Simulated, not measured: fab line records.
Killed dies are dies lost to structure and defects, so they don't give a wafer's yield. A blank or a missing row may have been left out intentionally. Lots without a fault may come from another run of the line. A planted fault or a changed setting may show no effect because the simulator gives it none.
Matching of chambers ; flow nandHarc ; cmp-01 running NHARC_A_DECK1_JOINT_CMP_13: 4 sister chambers
The step polishes, target thk 51.023 nm. 14 wafers are shown with their chamber, then 7 later ones without.

WAFERS WITH THEIR CHAMBER
wafer;chamber;slurryFlowMlMin;motorCurrentA (A);timeToEndpointS (s)
L962.1;0;150.3;13.1;10.0
L962.2;3;149.9;13.2;8.9
L962.5;0;149.4;12.4;8.2
L966.2;2;151.2;11.9;9.9
L966.3;3;149.5;12.9;11.3
L966.4;1;149.9;12.1;9.5
L970.2;1;149.8;11.4;11.0
L970.3;3;150.0;13.0;10.8
L970.6;3;150.1;13.0;8.6
L971.3;1;149.9;12.2;8.9
L971.4;2;150.8;13.0;7.8
L971.5;2;150.6;12.3;5.4
L973.1;1;150.4;12.6;10.7
L973.4;0;150.9;13.7;13.5

SIGNATURES (means of the wafers above)
reading;chamber 0;chamber 1;chamber 2;chamber 3;scatter within a chamber
slurryFlowMlMin;150.200;150.000;150.867;149.875;0.419
motorCurrentA;13.067;12.075;12.400;13.025;0.476
timeToEndpointS;10.567;10.025;7.700;9.900;1.82
Rule: a wafer lies at a distance from a chamber equal to the root of the sum of squares, over the readings, of (its reading less the chamber's mean, divided by the reading's scatter). If the next closest chamber is less than 2 further off than the closest, the wafer can't be placed; otherwise it belongs to the closest. The scatter is the square root of a quotient: the sum, over the shown wafers, of each reading's squared deviation from its chamber's mean, divided by wafers minus chambers.

WAFERS MISSING THEIR CHAMBER
wafer;slurryFlowMlMin;motorCurrentA (A);timeToEndpointS (s)
L973.6;149.7;13.3;12.2
L977.1;149.4;12.1;10.7
L977.2;150.4;12.8;8.5
L977.3;149.9;12.7;11.0
L979.2;149.9;11.9;9.3
L979.3;149.6;12.3;8.7
L979.4;150.7;12.9;11.8

CHAMBER TAKEN BY EACH
wafer;from the rows above;in truth
L973.6;can't be placed: 3 or 0 or 1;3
L977.1;can't be placed: 1 or 3 or 0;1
L977.2;can't be placed: 0 or 2 or 3 or 1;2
L977.3;can't be placed: 3 or 0 or 1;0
L979.2;can't be placed: 1 or 3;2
L979.3;can't be placed: 1 or 3 or 0 or 2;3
L979.4;can't be placed: 0 or 3 or 2 or 1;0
0 of 7 placed correctly. Unplaceable from these rows: 7, with the true chamber sitting among the candidates in 6. Number placed wrongly: 0.
